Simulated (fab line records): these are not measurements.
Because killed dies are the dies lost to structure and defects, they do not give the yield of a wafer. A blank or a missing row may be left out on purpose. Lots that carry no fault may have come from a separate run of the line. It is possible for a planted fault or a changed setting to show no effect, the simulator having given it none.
Chamber matching :: flow n5Finfet :: 4 sister chambers for N5_BEOL_M0_SAQP_ETCH_83 on rieDiel-01
The step etches SiARC in CF4, target depth 39 nm, time 65 s. 8 wafers are shown with their chamber, then 7 later ones without.

## WAFERS PAIRED WITH THEIR CHAMBERS
wafer: L076.3
chamber: 1
showerheadPlenumPTorr (Torr): 2.11
throttleValvePct (%): 15.40

wafer: L079.4
chamber: 3
showerheadPlenumPTorr (Torr): 2.25
throttleValvePct (%): 15.50

wafer: L079.6
chamber: 0
showerheadPlenumPTorr (Torr): 2.17
throttleValvePct (%): 15.84

wafer: L086.1
chamber: 2
showerheadPlenumPTorr (Torr): 2.14
throttleValvePct (%): 15.42

wafer: L086.4
chamber: 3
showerheadPlenumPTorr (Torr): 2.25
throttleValvePct (%): 15.53

wafer: L086.5
chamber: 1
showerheadPlenumPTorr (Torr): 2.11
throttleValvePct (%): 15.41

wafer: L089.3
chamber: 2
showerheadPlenumPTorr (Torr): 2.13
throttleValvePct (%): 15.44

wafer: L089.4
chamber: 0
showerheadPlenumPTorr (Torr): 2.17
throttleValvePct (%): 15.86

## WAFERS WITH NO CHAMBER GIVEN
wafer: L089.6
showerheadPlenumPTorr (Torr): 2.11
throttleValvePct (%): 15.43

wafer: L092.2
showerheadPlenumPTorr (Torr): 2.16
throttleValvePct (%): 15.86

wafer: L092.4
showerheadPlenumPTorr (Torr): 2.13
throttleValvePct (%): 15.46

wafer: L092.6
showerheadPlenumPTorr (Torr): 2.24
throttleValvePct (%): 15.53

wafer: L097.2
showerheadPlenumPTorr (Torr): 2.16
throttleValvePct (%): 15.87

wafer: L097.4
showerheadPlenumPTorr (Torr): 2.10
throttleValvePct (%): 15.47

wafer: L097.6
showerheadPlenumPTorr (Torr): 2.24
throttleValvePct (%): 15.56

## WHICH CHAMBER EACH ONE RAN IN
wafer: L089.6
from the rows above: 1
in truth: 1

wafer: L092.2
from the rows above: 0
in truth: 0

wafer: L092.4
from the rows above: 2
in truth: 2

wafer: L092.6
from the rows above: 3
in truth: 3

wafer: L097.2
from the rows above: 0
in truth: 0

wafer: L097.4
from the rows above: 1
in truth: 1

wafer: L097.6
from the rows above: 3
in truth: 3
Correctly placed: 7 of 7. Not placeable from these rows: 0. Placed wrongly: 0.
How it was worked out, from the rows above alone: a wafer's distance from a chamber is the root of the sum, over the readings, of the square of ((its reading less the chamber's mean) divided by the reading's scatter). The wafer belongs to the nearest chamber; if the next one is less than 2 further off, it can't be placed. The mean given for a chamber averages the wafers shown for that chamber. How the scatter is found: for the shown wafers, subtract from each reading the mean of its chamber, square and add these, divide the total by (wafers less chambers), then take the root.
